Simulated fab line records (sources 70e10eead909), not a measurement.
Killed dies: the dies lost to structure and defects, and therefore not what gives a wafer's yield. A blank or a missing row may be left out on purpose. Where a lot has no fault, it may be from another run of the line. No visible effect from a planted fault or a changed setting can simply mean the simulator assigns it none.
Chamber matching    flow nand harc    4 sister chambers for NHARC_P_BONDPAD_ETCH_37 on rie diel-05
The step etches the open film in N2/H2, target depth 60 nm, overetch 18 nm, time 65.91 s. 14 wafers are shown with their chamber, then 7 later ones without.

## EACH WAFER AND ITS CHAMBER
wafer   chamber  drypump motor current A (A)  showerhead plenum p Torr (Torr)  rf vpp V (V)
L393.1  0        5.3                          1.98                             430.3
L393.2  2        5.7                          2.05                             430.9
L393.3  3        5.0                          2.11                             432.2
L396.1  2        5.6                          2.04                             430.8
L396.4  3        5.0                          2.11                             432.8
L396.5  0        5.3                          1.98                             428.2
L397.2  2        5.7                          2.04                             430.3
L397.3  3        5.0                          2.11                             433.2
L397.4  1        6.5                          1.96                             428.7
L399.2  0        5.3                          1.97                             428.2
L399.4  2        5.7                          2.04                             431.5
L399.5  1        6.5                          1.96                             428.3
L403.1  3        5.0                          2.11                             432.2
L403.4  1        6.4                          1.95                             428.9

SIGNATURES (means of the wafers above)
reading                   chamber 0  chamber 1  chamber 2  chamber 3  scatter within a chamber
drypump motor current A   5.300      6.467      5.675      5.000      0.0376
showerhead plenum p Torr  1.9767     1.9567     2.0425     2.1100     0.00456
rf vpp V                  428.900    428.633    430.875    432.600    0.676
Rule: a wafer's distance from a chamber is the root of the sum, over the readings, of the square of ((its reading less the chamber's mean) divided by the reading's scatter). If the next closest chamber is less than 2 further off than the closest, the wafer can't be placed; otherwise it belongs to the closest. How the scatter is found: for the shown wafers, subtract from each reading the mean of its chamber, square and add these, divide the total by (wafers less chambers), then take the root.

## WAFERS WITHOUT THEIR CHAMBER
wafer   drypump motor current A (A)  showerhead plenum p Torr (Torr)  rf vpp V (V)
L403.6  6.4                          1.95                             429.0
L408.1  6.5                          1.95                             427.9
L408.2  5.6                          2.04                             431.9
L408.6  5.6                          2.04                             430.3
L409.1  5.3                          1.97                             429.4
L409.4  5.0                          2.10                             431.7
L409.5  5.3                          1.97                             429.3

## EACH ONE'S CHAMBER
wafer   from the rows above  in truth
L403.6  1                    1
L408.1  1                    1
L408.2  2                    2
L408.6  2                    2
L409.1  0                    0
L409.4  3                    3
L409.5  0                    0
Correct placement for 7 of the 7. Not placeable from these rows: 0. 0 placed wrongly.
